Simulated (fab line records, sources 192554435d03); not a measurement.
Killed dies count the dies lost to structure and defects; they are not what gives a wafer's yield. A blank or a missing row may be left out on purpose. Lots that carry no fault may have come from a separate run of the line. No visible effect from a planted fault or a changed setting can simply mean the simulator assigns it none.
Chamber matching	flow n5-finfet	N5_DUMMY_GATE_TRIM_49 on rie-si-06 has 4 sister chambers
The step chemistry O2, time 29 s, target cd 14 nm. 8 wafers are shown with their chamber, then 8 later ones without.

WAFERS PAIRED WITH THEIR CHAMBERS
wafer	chamber	drypump-motor-current-A (A)	throttle-valve-pct (%)
L078.5	3	5.0	7.80
L080.5	2	5.7	8.06
L082.1	1	6.0	8.20
L082.4	0	6.4	8.16
L082.6	3	5.0	7.81
L084.1	1	6.0	8.17
L084.4	2	5.8	8.07
L084.6	0	6.4	8.16

WAFERS WITH NO CHAMBER GIVEN
wafer	drypump-motor-current-A (A)	throttle-valve-pct (%)
L090.2	6.4	8.16
L090.3	5.8	8.07
L091.1	6.4	8.17
L091.5	5.9	8.17
L091.6	5.7	8.07
L096.1	5.7	8.07
L096.4	6.0	8.19
L096.6	6.4	8.17

EACH ONE'S CHAMBER
wafer	from the rows above	in truth
L090.2	0	0
L090.3	2	2
L091.1	0	0
L091.5	1	1
L091.6	2	2
L096.1	2	2
L096.4	1	1
L096.6	0	0
Placed correctly: 8 of 8. Can't be placed from these rows: 0. 0 placed wrongly.
How it was worked out, from the rows above alone: a wafer's distance from a chamber is the root of the sum, over the readings, of the square of ((its reading less the chamber's mean) divided by the reading's scatter). The wafer belongs to the nearest chamber; if the next one is less than 2 further off, it can't be placed. For every chamber, the mean is computed from those of its wafers that are shown. The scatter: take each reading less its chamber's mean, square it, sum over the shown wafers, divide by the number of wafers less the number of chambers, and take the root.
